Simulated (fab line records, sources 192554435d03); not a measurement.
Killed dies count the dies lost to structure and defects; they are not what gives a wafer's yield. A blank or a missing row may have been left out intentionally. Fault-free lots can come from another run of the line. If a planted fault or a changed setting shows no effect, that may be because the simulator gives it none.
Comparing a struck lot with a sound one	flow n5-finfet	16 steps out of a route of 1938
Sound: wafers L498.4, L498.5, L498.6. Wafers struck: L516.4, L516.5, L516.6. The cause is given at the end.
Each step with rows lists, per side, the tool, then ch with its chambers, then its first start. Under that, the readings that differ: sound wafers	struck wafers	difference of the means	sigmas: that difference in standard deviations of wafers without a fault.
alike: readings with means less than 2 such deviations apart, plus words and numbers identical on both sides. not compared: withheld readings, readings lacking a value on some wafer, bounds such as >300 that could conceal the same value, and numbers that have no deviation in the record and whose values overlap.
Wherever a step has rows on one side only, a row that says differs or no value, or a row with sigmas, the two part there. Numbers that don't overlap but have no deviation are shown without sigmas and don't part them. A reading that every wafer of one side lacks parts them only if that side has two wafers or more.

first, 4 steps without rows for these wafers: N5_DUMMY_GATE_ETCH_36 (etches SiARC in CF4, target depth 13 nm); N5_DUMMY_GATE_ETCH_37 (etches SOC in N2/H2, target depth 60 nm, overetch 30 nm); N5_DUMMY_GATE_STRIP_38 (strips in N2/H2); N5_DUMMY_GATE_STRIP_39 (strips in N2/H2).
N5_DUMMY_GATE_TRIM_49: chemistry O2, time 29 s, target cd 14 nm.
  sound on rie-si-05 ch 1,2, day 2 23:00; struck on rie-si-05 ch 0,3, day 7 14:05
  alike: drypump-motor-current-A, oes-product-au, throttle-valve-pct
  not compared: rf-hours-counter-h
then, 1 step without rows for these wafers: N5_DUMMY_GATE_STRIP_40 (strips in CF4).
N5_DUMMY_GATE_CD_MEAS_50 targets a cd of 14 nm.
  sound on cd-sem-01, day 2 23:10; struck on cd-sem-03, day 7 14:15
  alike: cd-nm
N5_DUMMY_GATE_ETCH_31: etches SiO2 in C4F6/O2, target depth 82.5 nm, time 27.5 s.
  sound on rie-diel-02 ch 1,2, day 2 23:12; struck on rie-diel-05 ch 1,2, day 7 14:17
  alike: drypump-motor-current-A, oes_f_703_au, oes-product-au, rf-vpp-V, showerhead-plenum-p-Torr, throttle-valve-pct
  not compared: rf-hours-counter-h
N5_DUMMY_GATE_STRIP_41: strips in O2.
  sound on rie-diel-02 ch 1,2, day 2 23:14; struck on rie-diel-05 ch 1,2, day 7 14:20
  alike: drypump-motor-current-A, o2-flow-sccm, oes-product-au, rf-vpp-V, showerhead-plenum-p-Torr, throttle-valve-pct
  not compared: rf-hours-counter-h
N5_DUMMY_GATE_HM_OPEN_21: chemistry CH3F/O2, target SiNx, target depth 120 nm, time 171.4 s.
  sound on rie-diel-02 ch 1,2, day 2 23:17; struck on rie-diel-05 ch 1,2, day 7 14:22
  alike: drypump-motor-current-A, oes_f_703_au, oes-product-au, rf-vpp-V, showerhead-plenum-p-Torr, throttle-valve-pct
  not compared: rf-hours-counter-h
then, 1 step without rows for these wafers: N5_DUMMY_GATE_ETCH_32 (etches SiO2 in CF4, target depth 3.5 nm, time 3.9 s).
N5_DUMMY_GATE_ETCH_23: etches poly-Si in HBr/Cl2/O2, target depth 41 nm, time 22.3 s.
  sound on rie-si-01 ch 0,1,2, day 2 23:29; struck on rie-si-01 ch 1,2,3, day 7 14:34
  alike: drypump-motor-current-A, oes-product-au, throttle-valve-pct
  not compared: rf-hours-counter-h
N5_DUMMY_GATE_ETCH_44: etches poly-Si in HBr/O2, stops on SiO2, target depth 127.5 nm.
  sound on rie-si-01 ch 0,1,2, day 2 23:32; struck on rie-si-01 ch 1,2,3, day 7 14:37
reading	sound	struck	difference	sigmas
model.SiO2_of_DUMMY_GATE_ALD_02.thk-nm (nm)	2 2 2	1.2 1.2 1.2	-0.8	
  alike: drypump-motor-current-A, oes-product-au, throttle-valve-pct
  not compared: rf-hours-counter-h
N5_DUMMY_GATE_CD_MEAS_24 targets a cd of 15 nm.
  sound on cd-sem-03, day 2 23:40; struck on cd-sem-03, day 7 14:44
  alike: cd-nm
-- record jumps: 5 days separate the struck wafers' starts on either side; left off in module DUMMY_GATE, taken up again in module BEOL_M4, whose first shown step is the route's number 1111 --
N5_BEOL_M4_RC_MEAS_101:
  sound on prober-02 ch 0, day 8 00:20; struck on prober-02 ch 0, day 12 14:25
  alike: DIBL_N, DIBL_P, IOFF_N, IOFF_P, ION_N, ION_P, SS_N, SS_P, VT_N, VT_P
-- the record jumps here: 4 days lie between the struck wafers' starts before and after (it left off in module BEOL_M4 and takes up again in module PASSIVATION, whose first step shown is number 1936 of the route) --
N5_PASSIVATION_PROBE_49:
  sound on prober-02, day 12 09:16; struck on prober-01, day 16 22:57
  alike: defect-limited-yield, killed_at_M0_to_M3, killed_at_M4_up, killed-at-contacts, killed-at-front-end, killed-at-other, killed-dies, killed-open, killed-short, sort_bin_5_function, sort_bin_6_memory, sort-n-pass, sort-yield-pct

WHERE THEY PART
Nowhere in this record.

WHY: what had been put in by the simulator
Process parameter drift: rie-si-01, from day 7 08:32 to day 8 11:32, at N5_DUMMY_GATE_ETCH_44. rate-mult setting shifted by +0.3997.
